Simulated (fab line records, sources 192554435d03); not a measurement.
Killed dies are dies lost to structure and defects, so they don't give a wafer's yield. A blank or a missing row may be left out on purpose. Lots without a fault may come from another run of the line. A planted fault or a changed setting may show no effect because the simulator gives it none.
Chamber matching | flow n5_finfet | N5_SD_EPI_P_ETCH_37 on rie_diel-02: 4 sister chambers
The step etches SOC in N2/H2, overetch 108 nm, time 486 s. 24 wafers are shown with their chamber, then 12 later ones without.

WAFERS WITH THEIR CHAMBER
wafer  | chamber | showerhead_plenum_p_Torr (Torr) | drypump_motor_current_A (A) | throttle_valve_pct (%)
L075.2 | 0       | 2.41                            | 5.6                         | 23.2
L075.4 | 2       | 2.47                            | 6.0                         | 23.5
L075.5 | 3       | 2.63                            | 5.5                         | 24.0
L076.1 | 0       | 2.41                            | 5.6                         | 23.2
L076.2 | 3       | 2.62                            | 5.6                         | 24.0
L076.3 | 2       | 2.47                            | 5.9                         | 23.5
L077.1 | 1       | 2.49                            | 6.4                         | 23.8
L077.2 | 0       | 2.41                            | 5.6                         | 23.2
L077.4 | 2       | 2.47                            | 6.0                         | 23.5
L079.2 | 0       | 2.41                            | 5.6                         | 23.2
L079.3 | 2       | 2.47                            | 6.0                         | 23.5
L079.5 | 2       | 2.47                            | 5.9                         | 23.5
L080.2 | 0       | 2.41                            | 5.6                         | 23.2
L080.3 | 2       | 2.47                            | 5.9                         | 23.5
L080.6 | 2       | 2.47                            | 5.9                         | 23.5
L083.3 | 3       | 2.62                            | 5.6                         | 24.0
L083.4 | 1       | 2.49                            | 6.3                         | 23.4
L083.6 | 1       | 2.49                            | 6.3                         | 23.4
L085.1 | 0       | 2.40                            | 5.7                         | 23.3
L085.4 | 2       | 2.46                            | 5.9                         | 23.5
L085.6 | 0       | 2.40                            | 5.6                         | 23.3
L086.1 | 2       | 2.46                            | 6.0                         | 23.5
L086.4 | 0       | 2.40                            | 5.6                         | 23.3
L086.5 | 1       | 2.49                            | 6.4                         | 23.4

SIGNATURES (means of the wafers above)
reading                  | chamber 0 | chamber 1 | chamber 2 | chamber 3 | scatter within a chamber
showerhead_plenum_p_Torr | 2.4062    | 2.4900    | 2.4678    | 2.6233    | 0.00453
drypump_motor_current_A  | 5.612     | 6.350     | 5.944     | 5.567     | 0.0488
throttle_valve_pct       | 23.238    | 23.500    | 23.500    | 24.000    | 0.0833
Rule: a wafer's distance from a chamber is the root of the sum, over the readings, of the square of ((its reading less the chamber's mean) divided by the reading's scatter). The wafer belongs to the nearest chamber; if the next one is less than 2 further off, it can't be placed. The scatter: the root of (the sum of the squares of (reading less its chamber's mean) over the shown wafers, divided by (wafers less chambers)).

WAFERS WITHOUT THEIR CHAMBER
wafer  | showerhead_plenum_p_Torr (Torr) | drypump_motor_current_A (A) | throttle_valve_pct (%)
L091.4 | 2.48                            | 6.4                         | 23.4
L091.5 | 2.46                            | 5.9                         | 23.5
L091.6 | 2.61                            | 5.6                         | 24.0
L092.1 | 2.61                            | 5.6                         | 24.0
L092.2 | 2.40                            | 5.6                         | 23.3
L092.4 | 2.40                            | 5.6                         | 23.3
L093.1 | 2.61                            | 5.5                         | 24.0
L093.4 | 2.40                            | 5.6                         | 23.3
L093.5 | 2.61                            | 5.6                         | 24.0
L096.1 | 2.45                            | 5.9                         | 23.5
L096.5 | 2.40                            | 5.7                         | 23.3
L096.6 | 2.61                            | 5.5                         | 24.0

WHICH CHAMBER EACH WENT THROUGH
wafer  | from the rows above | in truth
L091.4 | 1                   | 1
L091.5 | 2                   | 2
L091.6 | 3                   | 3
L092.1 | 3                   | 3
L092.2 | 0                   | 0
L092.4 | 0                   | 0
L093.1 | 3                   | 3
L093.4 | 0                   | 0
L093.5 | 3                   | 3
L096.1 | 2                   | 2
L096.5 | 0                   | 0
L096.6 | 3                   | 3
Placed correctly: 12 of 12. Can't be placed from these rows: 0. Placed wrongly: 0.
